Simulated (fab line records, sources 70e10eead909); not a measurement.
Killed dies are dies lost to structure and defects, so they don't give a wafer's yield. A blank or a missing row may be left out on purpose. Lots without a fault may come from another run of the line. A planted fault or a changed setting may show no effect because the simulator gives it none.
Which tool did it? | flow nand_harc | 13 lots, 39 wafers sampled, at 1 step of a route of 1302

WHAT THE GAUGES READ, wafer by wafer
NHARC_A_DECK1_JOINT_THK_MEAS_14: measures by ellipsometry. Usual: thk_nm 51.7 nm, standard deviation 1.7.
lot  | measured     | on            | thk_nm (nm)    | flag
L321 | day 11 09:19 | film_metro-02 | 51.4 50.9 50.7 |
L324 | day 12 19:37 | film_metro-01 | 50.4 55.1 50.1 |
L327 | day 14 04:04 | film_metro-01 | 52.2 52.1 53.5 |
L328 | day 14 04:04 | film_metro-02 | 54.5 47.7 49.4 |
L329 | day 14 15:20 | film_metro-02 | 50.7 53.4 48.9 |
L331 | day 15 02:28 | film_metro-01 | 48.5 53.7 50.1 |
L330 | day 15 02:28 | film_metro-02 | 52.9 52.7 49.4 |
L332 | day 15 20:07 | film_metro-01 | 48.9 52.9 54.0 |
L337 | day 17 23:38 | film_metro-01 | 53.1 51.1 50.9 |
L338 | day 18 22:36 | film_metro-02 | 52.6 51.1 54.1 |
L340 | day 19 13:58 | film_metro-01 | 49.8 51.8 48.6 |
L341 | day 20 03:34 | film_metro-01 | 51.9 52.9 48.7 |
L343 | day 20 03:42 | film_metro-01 | 52.4 51.7 53.1 |

WHICH TOOL RAN EACH LOT (tool, then ch and the chambers of the sampled wafers, then the start)
The record holds no process step before these readings.

WHAT THE TOOLS THEMSELVES READ (means of the sampled wafers that have a number; where no wafer has one, the mark that the record gives instead)
The record holds no such reading with a usual standard deviation.

THE ANSWER, worked out from the rows above alone
Rule: a lot is off if the mean of its wafers that have a number lies more than 3 standard deviations from the usual mean. A lot without any number at a reading at which 4 lots or more have one is off too. The other lots that the step has rows for count as sound. The gauges are gone through in route order, then the tools' own readings, and for those a lot's mean is taken as printed above. The first step at which some lot is off is used, and at that step the reading that is off furthest; a lot without a number counts as furthest.
No lot is off at any reading shown: from this, nothing can be told.

WHAT THE SIMULATOR HAD PUT IN
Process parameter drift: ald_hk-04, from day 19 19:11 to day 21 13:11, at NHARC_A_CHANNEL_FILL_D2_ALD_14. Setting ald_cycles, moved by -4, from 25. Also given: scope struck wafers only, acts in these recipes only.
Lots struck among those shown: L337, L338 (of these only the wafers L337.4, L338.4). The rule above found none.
